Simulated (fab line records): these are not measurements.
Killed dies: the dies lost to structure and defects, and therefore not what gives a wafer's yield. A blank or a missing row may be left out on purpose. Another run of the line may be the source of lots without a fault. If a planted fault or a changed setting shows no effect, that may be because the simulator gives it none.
Matching of chambers	flow n5_finfet	4 sister chambers for N5_BEOL_M8_ALD_77 on ald_metal-04
The step deposits TaN, target thk 2 nm, pulse time 2 s, purge time 3 s. 14 wafers are shown with their chamber, then 7 later ones without.

WAFERS, EACH WITH ITS CHAMBER
wafer	chamber	heater_power_w (W)
L127.4	2	415
L127.5	1	364
L127.6	2	419
L125.1	2	417
L125.2	3	449
L125.6	0	395
L129.1	0	399
L129.4	1	376
L129.6	0	411
L131.2	2	422
L131.3	0	395
L131.4	3	446
L139.1	1	329
L139.2	0	398

SIGNATURES (means of the wafers above)
reading	chamber 0	chamber 1	chamber 2	chamber 3	scatter within a chamber
heater_power_w	399.60	356.33	418.25	447.50	11.8
Rule: a wafer's distance from a chamber is the root of the sum, over the readings, of the square of ((its reading less the chamber's mean) divided by the reading's scatter). The wafer belongs to the nearest chamber; if the next one is less than 2 further off, it can't be placed. The scatter: the root of (the sum of the squares of (reading less its chamber's mean) over the shown wafers, divided by (wafers less chambers)).

WAFERS WITHOUT THEIR CHAMBER
wafer	heater_power_w (W)
L139.3	425
L141.3	425
L141.5	327
L141.6	395
L142.1	400
L142.5	439
L142.6	397

WHICH CHAMBER EACH WENT THROUGH
wafer	from the rows above	in truth
L139.3	can't be placed: 2 or 3 or 0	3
L141.3	can't be placed: 2 or 3 or 0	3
L141.5	1	1
L141.6	can't be placed: 0 or 2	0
L142.1	can't be placed: 0 or 2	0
L142.5	can't be placed: 3 or 2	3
L142.6	can't be placed: 0 or 2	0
Correct placement for 1 of the 7. Can't be placed from these rows: 6 (the true chamber is among the candidates in 6). 0 placed wrongly.
